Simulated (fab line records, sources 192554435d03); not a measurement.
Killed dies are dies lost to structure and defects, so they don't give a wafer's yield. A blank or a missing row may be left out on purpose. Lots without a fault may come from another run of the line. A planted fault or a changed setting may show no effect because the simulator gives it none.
fab line records | flow n5_finfet
record lots=7 wafers=19 last_day=19
route steps=1938 shown HKMG_FIN@450 GATE_CUT@465 BEOL_M4@1111 PASSIVATION@1936
lots that met no fault: from a run of the same line without faults
start_h: hours from the record's first day to the start of the lot's first wafer shown | wait_h: hours since the lot's step before | " the same as in the row above | L1.1+2: a row that stands for several wafers | - no value, or no start given | * or withheld: withheld | < > ~ a bound
route shown NAME@n: a module of which the file shows steps, and the number in the route of the first | usual: mean/standard deviation of fault-free wafers | same: alike in all rows | chamber/n: place in a boat | sites: the reading at each site | _std_site: their standard deviation | _edge_site: outer sites' mean less inner sites' | radius_mm: how far each site lies from the wafer's centre | mask NAME#n: copy n | behind: the tool/chamber that last shaped the wafer | hold: why the lot was held/for how many hours/how that ended | device: the transistor (n, p or np) that didn't switch | end of line: the same wafers' tests at the end of the route | a step without rows: its recipe alone | killed: dies lost to structure and defects at the first sort, not the wafer's yield | map: a wafer's dies, x killed, . not, _ none there
set.NAME: the setting as run; set.NAME@STEP: as run at that earlier step | model.NAME: the simulator's own value behind a step, which no gauge read
lots at some steps of the route; a table a step, a row a wafer
services: from which hour (start_h, from the record's first day; less than 0 if before it) a tool's chamber was out of use, for how many hours, and why
## steps
# step N5_HKMG_FIN_COAT_66
# recipe resist=SOC temp_c=250 time_s=60 spin_rpm=1500 resist_thk_nm=300
# step N5_HKMG_FIN_ETCH_67
# recipe chemistry=N2/H2 target=SOC target_depth_a=3889 stop_on=TiN ion_energy_ev=100 bias_w=61 pressure_mtorr=30 source_w=850 n2_flow_sccm=200 h2_flow_sccm=200
# step N5_HKMG_FIN_STRIP_90
# recipe chemistry=N2/H2 material=SOC time_s=20 power_w=500 temp_c=40 pressure_mtorr=50 rf_frequency_hz=6e+07 bias_power_w=8 h2_frac=0.5 n2_flow_sccm=300 h2_flow_sccm=300
# step N5_HKMG_FIN_WET_ETCH_73
# recipe chemistry=SC1 mix=1:2:40 temp_c=50 time_s=42.3 target_depth_nm=1.3 dry=ipa_marangoni rinse_time_s=30 rinse_temp_c=23
# step N5_HKMG_FIN_ETCHBACK_68
# recipe chemistry=Cl2/Ar stop_on=HfO2 target_depth_a=5 pressure_mtorr=10 icp_w=600 bias_w=60 Cl2_flow_sccm=40 Ar_flow_sccm=60
# usual drypump_motor_current_A=5.8/0.52 oes_product_au=0.76/0.12 throttle_valve_pct=20.83/0.29
# columns lot.wafer tool chamber start_h wait_h drypump_motor_current_A oes_product_au rf_hours_counter_h throttle_valve_pct
L442.2 rie_metal-01 0 82.23 0.0 6.5 0.59 123 21.08
L442.3 " 0 " " 6.5 0.59 - 21.10
L442.5 " 1 " " 6.0 0.72 - 21.01
L443.1 rie_metal-02 1 89.22 0.0 5.9 0.90 9 20.40
L443.3 " 0 " " 5.0 0.92 - 20.66
L443.5 " 1 " " 5.9 0.90 - 20.40
L451.2 rie_metal-01 0 133.05 0.0 6.5 0.59 127 21.11
L451.3 " 0 " " 6.6 0.59 - 21.10
L452.2 rie_metal-01 0 142.78 0.0 6.5 0.59 129 21.10
L452.5 " 0 " " 6.5 0.58 - 21.11
L452.6 " 1 " " 6.0 0.71 - 21.04
L454.3 rie_metal-02 1 155.28 0.1 5.9 0.86 - 20.42
L454.6 " 1 " " 5.9 0.87 - 20.43
L464.3 rie_metal-02 0 214.03 0.1 5.0 0.89 - 20.66
L464.4 " 1 " " 5.9 0.83 - 20.43
L464.5 " 1 " " 5.9 0.84 - 20.46
L465.2 rie_metal-02 0 216.78 0.0 5.0 0.88 11 20.67
L465.4 " 1 " " 5.9 0.84 - 20.44
L465.6 " 0 " " 5.0 0.88 - 20.67
# step N5_HKMG_FIN_STRIP_69
# recipe chemistry=N2/H2 power_w=2500 temp_c=300 h2_frac=0.65 time_s=360 pressure_mtorr=withheld n2_flow_sccm=1750 h2_flow_sccm=3250
# step N5_HKMG_FIN_ALD_21
# recipe material=TiN target_thk_a=15 temp_c=400 ald_precursor_family=TiCl4 ald_co_reactant=NH3 pulse_time_s=1 purge_time_s=3 co_reactant_purge_time_s=2 co_reactant_pulse_time_s=2 ald_cycles=68 pressure_torr=3
# usual heater_power_w=880/80 precursor_pulse_height_rel=0.998/0.021
# same co_reactant_pulse_time_s=2
# columns lot.wafer tool chamber start_h wait_h heater_power_w precursor_pulse_height_rel
L442.2 ald_metal-02 3 82.77 0.3 888 0.989
L442.3 " 2 " " 838 1.010
L442.5 " 0 " " 823 1.014
L443.1 ald_metal-04 3 89.74 0.3 906 1.019
L443.3 " 0 " " 939 0.996
L443.5 " 2 " " 930 1.012
L451.2 ald_metal-02 2 133.57 0.3 832 0.999
L451.3 " 3 " " 881 0.994
L452.2 ald_metal-01 1 143.34 0.3 855 1.021
L452.5 " 2 " " 840 0.986
L452.6 " 3 " " 893 1.019
L454.3 ald_metal-01 3 155.85 0.1 929 1.030
L454.6 " 1 " " 851 1.025
L464.3 ald_metal-01 1 214.52 0.1 837 0.976
L464.4 " 0 " " 1110 0.966
L464.5 " 2 " " 843 0.982
L465.2 ald_metal-04 3 217.34 0.3 900 0.983
L465.4 " 2 " " 941 1.025
L465.6 " 3 " " 894 1.036
# step N5_HKMG_FIN_ALD_72
# recipe material=W target_thk_a=20 temp_c=300 pressure_torr=7.5 ald_precursor_family=WF6 ald_co_reactant=B2H6 pulse_time_s=1 purge_time_s=2 co_reactant_purge_time_s=2 co_reactant_pulse_time_s=3 ald_cycles=7
# usual heater_power_w=485/73 precursor_pulse_height_rel=1.000/0.018
# same co_reactant_pulse_time_s=3
# columns lot.wafer tool chamber start_h wait_h heater_power_w precursor_pulse_height_rel
L442.2 cvd_w-01 1 83.13 0.2 587 1.028
L442.3 " 0 " " 493 1.020
L442.5 " 0 " " 486 0.995
L443.1 cvd_w-02 0 90.10 0.2 438 1.022
L443.3 " 0 " " 441 0.999
L443.5 " 1 " " 408 0.998
L451.2 cvd_w-01 1 133.93 0.2 595 1.019
L451.3 " 0 " " 486 0.995
L452.2 cvd_w-02 1 143.70 0.2 400 0.974
L452.5 " 0 " " 439 0.994
L452.6 " 1 " " 400 0.997
L454.3 cvd_w-01 1 156.23 0.2 606 1.031
L454.6 " 0 " " 498 1.042
L464.3 cvd_w-01 1 214.90 0.2 581 1.001
L464.4 " 0 " " 487 1.009
L464.5 " 0 " " 500 0.995
L465.2 cvd_w-02 1 217.70 0.2 396 0.994
L465.4 " 0 " " 447 0.986
L465.6 " 1 " " 399 1.013
# step N5_HKMG_FIN_W_FILL_22
# recipe material=W target_thk_a=600 temp_c=400 pressure_torr=39.4 time_s=18.2
# step N5_HKMG_FIN_PRECLEAN_83
# recipe chemistry=DIW time_s=57.5 temp_c=23
# step N5_HKMG_FIN_SRD_84
# recipe dry_time_s=32 dry=n2_spin spin_rpm=1500
# step N5_HKMG_FIN_CMP_23
# recipe stop_on=SiNx t_overpolish_s=10 post_cmp_clean=rinse_only down_force_psi=4 platen_rpm=50.289 pad_velocity_m_s=1.0006 target_thk_nm=46.326
# step N5_HKMG_FIN_CMP_94
# recipe stop_on=SiNx post_cmp_clean=w_dilute_nh4oh t_overpolish_s=4.7 down_force_psi=4 platen_rpm=50.289 pad_velocity_m_s=1.0006 target_thk_nm=43.299
# usual motor_current_A=12.2/0.95
# columns lot.wafer tool chamber start_h wait_h motor_current_A model.SiNx_of_SDB_ALD_29.thk_nm
L442.3 cmp-04 1 83.78 0.4 12.0 28
L442.2 " 0 " " 12.7 28.4
L442.5 " 2 " " 13.0 28
L443.3 cmp-03 1 90.80 0.3 11.9 28.6
L443.1 " 2 " " 12.9 28.4
L443.5 " 1 " " 11.4 28.4
L451.2 cmp-02 3 134.64 0.3 11.2 28.4
L451.3 " 0 " " 12.8 28
L452.2 cmp-02 1 144.39 0.4 11.6 28.2
L452.5 " 1 " " 11.7 27.8
L452.6 " 2 " " 13.9 28.4
L454.3 cmp-02 2 156.93 0.4 13.3 27.8
L454.6 " 2 " " 13.7 28
L464.4 cmp-03 3 215.58 0.3 12.1 28.2
L464.3 " 0 " " 13.0 28.2
L464.5 " 2 " " 12.7 28.2
L465.2 cmp-04 3 218.35 0.4 10.9 28.2
L465.4 " 0 " " 12.0 28.2
L465.6 " 3 " " 11.2 28.2
# step N5_HKMG_FIN_INSPECT_28
# recipe inspect_instrument=darkfield mode=post_cmp
# usual raw_defect_count=38/15
# columns lot.wafer tool chamber start_h wait_h raw_defect_count
L442.2 defect_inspect-01 - 84.01 0.0 38
L442.3 " - " " 31
L442.5 " - " " 23
L443.1 defect_inspect-01 - 91.00 0.0 55
L443.3 " - " " 24
L443.5 " - " " 31
L451.2 defect_inspect-02 - 134.82 0.0 68
L451.3 " - " " 26
L452.2 defect_inspect-02 - 144.64 0.0 50
L452.5 " - " " 35
L452.6 " - " " 57
L454.3 defect_inspect-01 - 157.15 0.0 80
L454.6 " - " " 35
L464.3 defect_inspect-02 - 215.78 0.0 34
L464.4 " - " " 26
L464.5 " - " " 20
L465.2 defect_inspect-01 - 218.58 0.0 41
L465.4 " - " " 54
L465.6 " - " " 40
# step N5_GATE_CUT_ETCHBACK_00
# recipe chemistry=SF6/Cl2 target=W pressure_mtorr=8 icp_w=900 bias_w=80 SF6_flow_sccm=40 Cl2_flow_sccm=60
# usual drypump_motor_current_A=5.7/0.48 oes_product_au=0.76/0.12 throttle_valve_pct=27.53/0.27
# columns lot.wafer tool chamber start_h wait_h drypump_motor_current_A oes_product_au rf_hours_counter_h throttle_valve_pct
L442.2 rie_metal-02 1 84.05 0.0 5.9 0.93 9 27.02
L442.3 " 0 " " 5.0 0.93 - 27.32
L442.5 " 1 " " 5.9 0.94 - 27.00
L443.1 rie_metal-02 1 91.03 0.0 5.9 0.93 9 27.00
L443.3 " 1 " " 5.9 0.93 - 27.01
L443.5 " 1 " " 5.9 0.93 - 27.02
L451.2 rie_metal-01 1 134.85 0.0 6.0 0.73 69 27.63
L451.3 " 0 " " 6.5 0.60 - 27.76
L452.2 rie_metal-02 1 144.71 0.1 5.9 0.89 - 27.02
L452.5 " 1 " " 5.9 0.89 - 27.02
L452.6 " 1 " " 5.9 0.88 - 27.03
L454.3 rie_metal-01 0 157.22 0.1 6.6 0.59 - 27.74
L454.6 " 1 " " 6.0 0.71 - 27.63
L464.3 rie_metal-03 0 215.89 0.1 5.5 0.80 - 27.54
L464.4 " 0 " " 5.5 0.80 - 27.56
L464.5 " 0 " " 5.5 0.81 - 27.55
L465.2 rie_metal-02 0 218.62 0.0 5.0 0.90 11 27.34
L465.4 " 0 " " 5.0 0.89 - 27.34
L465.6 " 1 " " 5.9 0.85 - 27.04
# step N5_GATE_CUT_ETCH_56
# recipe chemistry=Cl2/Ar target=TiN target_depth_a=216 pressure_mtorr=10 icp_w=600 bias_w=60 Cl2_flow_sccm=40 Ar_flow_sccm=60
# usual drypump_motor_current_A=5.7/0.48 oes_product_au=0.75/0.12 throttle_valve_pct=20.88/0.29
# columns lot.wafer tool chamber start_h wait_h drypump_motor_current_A oes_product_au rf_hours_counter_h throttle_valve_pct
L442.2 rie_metal-02 1 84.17 0.1 5.9 0.93 9 20.39
L442.3 " 0 " " 5.0 0.94 - 20.64
L442.5 " 1 " " 5.9 0.93 - 20.38
L443.1 rie_metal-02 1 91.15 0.1 5.9 0.93 9 20.39
L443.3 " 1 " " 5.9 0.92 - 20.37
L443.5 " 1 " " 5.9 0.92 - 20.38
L451.2 rie_metal-01 1 134.97 0.1 6.0 0.73 70 21.02
L451.3 " 0 " " 6.5 0.59 - 21.11
L452.2 rie_metal-02 1 144.94 0.2 5.9 0.90 - 20.40
L452.5 " 1 " " 5.9 0.89 - 20.41
L452.6 " 1 " " 5.9 0.88 - 20.41
L454.3 rie_metal-01 0 157.33 0.1 6.5 0.59 - 21.10
L454.6 " 1 " " 6.0 0.72 - 21.01
L464.3 rie_metal-03 0 216.11 0.2 5.5 0.80 - 20.75
L464.4 " 0 " " 5.4 0.80 - 20.75
L464.5 " 0 " " 5.5 0.81 - 20.78
L465.2 rie_metal-02 0 218.74 0.1 5.0 0.89 12 20.66
L465.4 " 0 " " 5.0 0.90 - 20.65
L465.6 " 1 " " 5.9 0.85 - 20.43
# step N5_GATE_CUT_ETCHBACK_30
# recipe chemistry=Cl2/Ar target=TiN target_depth_a=30 mode=isotropic pressure_mtorr=10 icp_w=600 bias_w=60 Cl2_flow_sccm=40 Ar_flow_sccm=60
# usual drypump_motor_current_A=5.7/0.48 oes_product_au=0.75/0.12 throttle_valve_pct=20.88/0.29
# columns lot.wafer tool chamber start_h wait_h drypump_motor_current_A oes_product_au rf_hours_counter_h throttle_valve_pct model.SiNx_of_SDB_ALD_29.thk_nm
L442.2 rie_metal-02 1 84.26 0.1 5.9 0.94 9 20.39 27.4
L442.3 " 0 " " 5.0 0.93 - 20.65 27
L442.5 " 1 " " 5.9 0.94 - 20.39 27
L443.1 rie_metal-02 1 91.24 0.1 5.9 0.93 9 20.40 27.2
L443.3 " 1 " " 5.9 0.93 - 20.38 27.4
L443.5 " 1 " " 5.9 0.93 - 20.40 27.2
L451.2 rie_metal-01 1 135.06 0.1 6.0 0.73 70 21.01 27.4
L451.3 " 0 " " 6.6 0.59 - 21.09 26.8
L452.2 rie_metal-02 1 145.10 0.1 5.9 0.88 - 20.41 27.2
L452.5 " 1 " " 5.9 0.90 - 20.40 26.8
L452.6 " 1 " " 5.9 0.89 - 20.39 27.2
L454.3 rie_metal-01 0 157.40 0.0 6.6 0.59 - 21.11 26.6
L454.6 " 1 " " 6.0 0.71 - 21.02 27
L464.3 rie_metal-03 0 216.25 0.1 5.5 0.80 - 20.76 27.2
L464.4 " 0 " " 5.5 0.81 - 20.75 27.2
L464.5 " 0 " " 5.5 0.79 - 20.75 27.2
L465.2 rie_metal-02 0 218.83 0.1 4.9 0.90 12 20.65 27
L465.4 " 0 " " 5.0 0.88 - 20.66 27.2
L465.6 " 1 " " 5.9 0.86 - 20.43 27
# step N5_GATE_CUT_VAPOR_ETCH_60
# recipe chemistry=BCl3/Cl2 target=HfO2 mode=isotropic
# step N5_BEOL_M4_RC_MEAS_101
# usual DIBL_N=36.4/1.9 DIBL_P=35.8/2.1 IOFF_N=0.158/0.029 IOFF_P=0.21/0.035 ION_N=676/14 ION_P=465/9.7 SS_N=71.5/0.66 SS_P=73.4/0.7 VT_N=249.8/3 VT_P=-250/3.3
# columns lot.wafer tool chamber start_h wait_h DIBL_N[mV/V] DIBL_P[mV/V] IOFF_N[nA/um] IOFF_P[nA/um] ION_N[uA/um] ION_P[uA/um] SS_N[mV/dec] SS_P[mV/dec] VT_N[mV] VT_P[mV]
L442.2 prober-01 0 202.49 0.2 34.0 33.6 0.122 0.17 668 463 71.0 72.9 252.3 -255
L442.3 " 0 " " 38.1 38.1 0.196 0.23 694 476 72.3 74.1 247.4 -248
L442.5 " 0 " " 33.9 33.5 0.116 0.16 650 448 70.2 72.4 253.3 -254
L443.1 prober-01 0 203.26 0.6 35.9 36.1 0.160 0.23 696 482 72.1 74.1 249.9 -249
L443.3 " 0 " " 34.3 34.8 0.131 0.21 666 467 71.0 72.7 250.9 -248
L443.5 " 0 " " 33.9 34.5 0.126 0.20 665 464 71.8 73.0 252.8 -251
L451.2 prober-01 0 244.30 0.2 38.2 39.4 0.208 0.31 688 478 72.1 75.0 244.0 -241
L451.3 " 0 " " 35.5 35.9 0.141 0.23 675 464 71.6 73.7 250.7 -246
L452.2 prober-01 0 251.27 0.2 36.9 36.1 0.153 0.21 670 455 71.8 73.5 250.3 -251
L452.5 " 0 " " 35.4 34.5 0.148 0.19 700 476 71.7 73.7 249.9 -251
L452.6 " 0 " " 36.3 34.8 0.153 0.19 694 464 71.8 72.6 251.3 -253
L454.3 prober-02 0 277.22 0.3 36.4 36.1 0.148 0.18 675 452 71.4 73.2 250.3 -253
L454.6 " 0 " " 39.3 40.4 0.196 0.23 667 460 72.1 74.7 249.1 -250
L464.3 prober-02 0 335.27 0.3 35.2 35.4 0.131 0.19 658 457 71.8 72.9 253.3 -247
L464.4 " 0 " " 37.7 38.9 0.171 0.24 683 468 71.9 73.7 248.1 -248
L464.5 " 0 " " 38.3 38.9 0.191 0.24 697 476 72.5 74.6 246.9 -248
L465.2 prober-01 0 346.27 0.2 30.9 29.8 0.100 0.14 672 468 70.3 71.4 256.7 -255
L465.4 " 0 " " 33.5 33.8 0.132 0.19 672 464 71.7 73.2 251.4 -251
L465.6 " 0 " " 33.1 33.7 0.130 0.18 678 471 71.8 72.7 251.7 -250
# step N5_PASSIVATION_PROBE_49
# usual defect_limited_yield=91.3/1.3 killed_at_M0_to_M3=34/9.1 killed_at_M4_up=14/5.6 killed_at_contacts=13/5.9 killed_at_front_end=39/11 killed_at_other=3.6/3 killed_dies=102/16 killed_open=68/12 killed_short=33/7.3 sort_bin_5_function=5.2/0.89 sort_bin_6_memory=3.2/0.68 sort_n_pass=1078/16 sort_yield_pct=91.3/1.3
# same gross_dies=1180 killed_at_back_side=0 sort_bin_4_leakage[%]=0 sort_bin_8_speed[%]=0
# columns lot.wafer tool chamber start_h wait_h defect_limited_yield[%] killed_at_M0_to_M3 killed_at_M4_up killed_at_contacts killed_at_front_end killed_at_other killed_dies killed_open killed_short sort_bin_5_function[%] sort_bin_6_memory[%] sort_n_pass sort_yield_pct[%]
L443.1 prober-02 - 304.18 0.0 90.3 35 7 31 39 2 114 79 32 6.1 3.3 1066 90.3
L443.3 prober-02 - 304.28 0.1 88.6 44 27 26 36 2 135 93 40 6.8 4.2 1045 88.6
L443.5 prober-02 - 304.38 0.2 90.8 44 11 11 40 3 109 76 31 5.2 3.6 1071 90.8
L442.2 prober-02 - 309.29 0.1 92.3 30 11 16 28 6 91 54 36 4.3 3.2 1089 92.3
L442.3 prober-02 - 309.34 0.1 92.8 29 11 6 33 6 85 46 34 3.7 2.9 1095 92.8
L442.5 prober-02 - 309.44 0.2 90.8 44 10 21 22 12 109 71 38 5.3 3.7 1071 90.8
L451.2 prober-02 - 348.84 0.1 88.7 28 13 6 84 2 133 73 49 5.6 4.1 1047 88.7
L451.3 prober-02 - 348.89 0.1 88.6 37 18 17 60 2 134 96 37 6.7 4.2 1046 88.6
L452.2 prober-02 - 357.24 0.1 91.7 26 13 18 41 0 98 65 30 5.5 2.7 1082 91.7
L452.5 prober-02 - 357.39 0.2 91.4 29 13 10 46 4 102 54 34 3.1 4.1 1078 91.4
L452.6 prober-02 - 357.44 0.3 90.9 30 21 19 37 0 107 69 37 5.3 3.6 1073 90.9
L454.3 prober-02 - 381.10 0.1 90.5 45 19 10 33 5 112 77 33 5.8 3.5 1068 90.5
L454.6 prober-02 - 381.25 0.3 92.0 28 11 8 43 4 94 56 37 4.9 2.5 1086 92.0
L465.2 prober-02 - 462.52 0.1 91.6 33 11 13 41 1 99 68 30 4.5 3.6 1081 91.6
L465.4 prober-02 - 462.62 0.2 91.9 35 10 14 34 2 95 66 29 4.2 3.7 1085 91.9
L465.6 prober-02 - 462.72 0.3 91.2 41 22 10 26 5 104 69 32 5.2 3.2 1076 91.2
# killed by level:class
L443.1 MOL_CONTACT_COAG:geometric_particle:open=25 BEOL_M0_SAQP:geometric_particle:open=9 BEOL_M3:geometric_particle:open=8 STI_FIN_REVEAL:geometric_particle:open=6 GATE_CUT:geometric_particle:short=6 MOL_CONTACT_COAG:geometric_particle:short=6 BEOL_M0_SAQP:geometric_particle:short=6 FIN_SAQP:geometric_particle:open=5
L443.3 MOL_CONTACT_COAG:geometric_particle:open=22 BEOL_M0_SAQP:geometric_particle:short=14 BEOL_M4:geometric_particle:open=14 BEOL_M3:geometric_particle:open=9 BEOL_M0_SAQP:geometric_particle:open=8 STI_FIN_REVEAL:geometric_particle:open=6 BEOL_M5:geometric_particle:open=6 STARTING-WAFER:geometric_particle:open=5
L443.5 BEOL_M2:geometric_particle:open=11 STI_FIN_REVEAL:geometric_particle:open=10 MOL_CONTACT_COAG:geometric_particle:open=9 FIN_SAQP:geometric_particle:open=8 BEOL_M1:geometric_particle:open=8 STARTING-WAFER:geometric_particle:short=7 BEOL_M0_SAQP:geometric_particle:open=6 BEOL_M3:geometric_particle:open=6
L442.2 MOL_CONTACT_COAG:geometric_particle:open=9 FIN_SAQP:geometric_particle:open=8 BEOL_M2:geometric_particle:open=8 FIN_SAQP:geometric_particle:short=7 MOL_CONTACT_COAG:geometric_particle:short=7 GATE_CUT:geometric_particle:short=5 BEOL_M3:geometric_particle:open=5 BEOL_M0_SAQP:geometric_particle:short=4
L442.3 BEOL_M0_SAQP:geometric_particle:short=10 STARTING-WAFER:geometric_particle:open=8 FIN_SAQP:geometric_particle:short=7 BEOL_M0_SAQP:geometric_particle:open=7 BEOL_M2:geometric_particle:open=6 MOL_CONTACT_COAG:geometric_particle:open=4 BEOL_M4:geometric_particle:open=4 FIN_SAQP:geometric_particle:open=3
L442.5 MOL_CONTACT_COAG:geometric_particle:open=15 BEOL_M0_SAQP:geometric_particle:open=12 BEOL_M0_SAQP:geometric_particle:short=9 BEOL_M1:geometric_particle:open=8 GATE_CUT:geometric_particle:short=6 MOL_CONTACT_COAG:geometric_particle:short=6 BEOL_M2:geometric_particle:open=6 FIN_SAQP:geometric_particle:open=5
L451.2 FIN_SAQP:geometric_particle:open=18 GATE_CUT:geometric_particle:short=17 FIN_SAQP:geometric_particle:short=11 HKMG_FIN:area_etch=11 STI_FIN_REVEAL:geometric_particle:open=10 BEOL_M0_SAQP:geometric_particle:open=9 BEOL_M2:geometric_particle:open=7 BEOL_M4:geometric_particle:open=7
L451.3 STI_FIN_REVEAL:geometric_particle:open=19 MOL_CONTACT_COAG:geometric_particle:open=15 BEOL_M2:geometric_particle:open=13 GATE_CUT:geometric_particle:short=9 FIN_SAQP:geometric_particle:open=8 BEOL_M4:geometric_particle:open=7 GATE_CUT:geometric_particle:open=6 BEOL_M1:geometric_particle:open=6
L452.2 MOL_CONTACT_COAG:geometric_particle:open=11 FIN_SAQP:geometric_particle:open=7 MOL_CONTACT_COAG:geometric_particle:short=7 BEOL_M4:geometric_particle:open=7 FIN_SAQP:geometric_particle:short=5 STI_FIN_REVEAL:geometric_particle:open=5 BEOL_M0:geometric_particle:open=5 BEOL_M1:geometric_particle:open=5
L452.5 HKMG_FIN:area_etch=13 FIN_SAQP:geometric_particle:open=10 FIN_SAQP:geometric_particle:short=10 BEOL_M3:geometric_particle:open=8 MOL_CONTACT_COAG:geometric_particle:open=7 BEOL_M0_SAQP:geometric_particle:open=6 BEOL_M0_SAQP:geometric_particle:short=4 GATE_CUT:geometric_particle:short=3
L452.6 MOL_CONTACT_COAG:geometric_particle:open=16 BEOL_M4:geometric_particle:open=10 BEOL_M0_SAQP:geometric_particle:open=8 BEOL_M0_SAQP:geometric_particle:short=8 FIN_SAQP:geometric_particle:open=7 FIN_SAQP:geometric_particle:short=6 STI_FIN_REVEAL:geometric_particle:open=5 STARTING-WAFER:geometric_particle:short=5
L454.3 BEOL_M3:geometric_particle:open=14 MOL_CONTACT_COAG:geometric_particle:open=9 BEOL_M4:geometric_particle:open=9 STI_FIN_REVEAL:geometric_particle:open=7 BEOL_M2:geometric_particle:open=7 BEOL_M4:geometric_particle:short=7 FIN_SAQP:geometric_particle:open=6 FIN_SAQP:geometric_particle:short=5
L454.6 FIN_SAQP:geometric_particle:short=13 BEOL_M2:geometric_particle:open=8 STI_FIN_REVEAL:geometric_particle:open=7 BEOL_M3:geometric_particle:open=7 MOL_CONTACT_COAG:geometric_particle:open=6 DUMMY_GATE:geometric_particle:open=6 BEOL_M4:geometric_particle:open=5 FIN_SAQP:geometric_particle:open=4
L465.2 STI_FIN_REVEAL:geometric_particle:open=19 MOL_CONTACT_COAG:geometric_particle:open=12 BEOL_M3:geometric_particle:open=11 BEOL_M2:geometric_particle:open=9 FIN_SAQP:geometric_particle:short=7 BEOL_M3:geometric_particle:short=5 BEOL_M0_SAQP:geometric_particle:short=4 FIN_SAQP:geometric_particle:open=3
L465.4 BEOL_M3:geometric_particle:open=14 MOL_CONTACT_COAG:geometric_particle:open=11 STI_FIN_REVEAL:geometric_particle:open=8 FIN_SAQP:geometric_particle:short=6 BEOL_M0_SAQP:geometric_particle:short=5 BEOL_M0_SAQP:geometric_particle:open=5 BEOL_M2:geometric_particle:open=5 BEOL_M1:geometric_particle:open=4
L465.6 BEOL_M2:geometric_particle:open=18 MOL_CONTACT_COAG:geometric_particle:open=10 STI_FIN_REVEAL:geometric_particle:open=7 BEOL_M2:geometric_particle:short=6 BEOL_M4:geometric_particle:short=6 BEOL_M0_SAQP:geometric_particle:open=5 BEOL_M3:geometric_particle:open=5 BEOL_M4:geometric_particle:open=5
## services
# columns tool chamber start_h hours kind
cmp-02 - 84.52 4.0 pm
cmp-04 - 88.04 3.8 pm
cmp-02 - 88.52 - consumable_replace:conditioner
cmp-02 - 88.52 5.3 pm
ald_metal-01 1 89.73 3.6 repair
rie_metal-03 - 90.02 1.4 pm
cmp-02 - 95.40 2.1 repair
cmp-02 - 100.34 1.8 repair
cmp-02 - 114.09 12.3 repair
rie_metal-02 0 128.53 57.1 repair
rie_metal-02 - 135.37 2.8 pm
cmp-04 - 140.92 4.0 pm
cmp-03 - 154.74 0.8 repair
rie_metal-02 - 158.80 1.4 pm
rie_metal-03 0 188.53 8.7 repair
rie_metal-01 0 192.20 - clean
rie_metal-01 0 192.20 32.0 scheduled_down
rie_metal-01 0 192.20 32.0 vent_cycle
cmp-03 - 205.71 4.0 pm
rie_metal-03 1 207.30 - clean
rie_metal-03 1 207.30 16.7 scheduled_down
rie_metal-03 1 207.30 16.7 vent_cycle
ald_metal-02 - 215.29 2.8 pm
cmp-03 - 217.15 13.6 repair
## key
first_sign none at tools or gauges
model_effect step=N5_HKMG_FIN_CMP_94 value=SiNx_of_SDB_ALD_29.thk_nm without=28.27 struck=27.87
model_effect step=N5_GATE_CUT_ETCHBACK_30 value=SiNx_of_SDB_ALD_29.thk_nm without=27.13 struck=26.73
met_at N5_HKMG_FIN_CMP_94
struck_wafers L451.3,L452.5,L454.3
baseline_loss step=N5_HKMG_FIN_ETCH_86 wafers=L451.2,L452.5
fault kind=process_parameter_drift tool=cmp-02 chamber=- onset_h=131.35 steps=N5_HKMG_FIN_CMP_94 channel=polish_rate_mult offset=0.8 shape=step end_h=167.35 scope=struck_wafers_only
# baseline_loss: these wafers lose ten dies or more at that step, a loss of the line's own and not of a fault; the sort's usual values leave them out
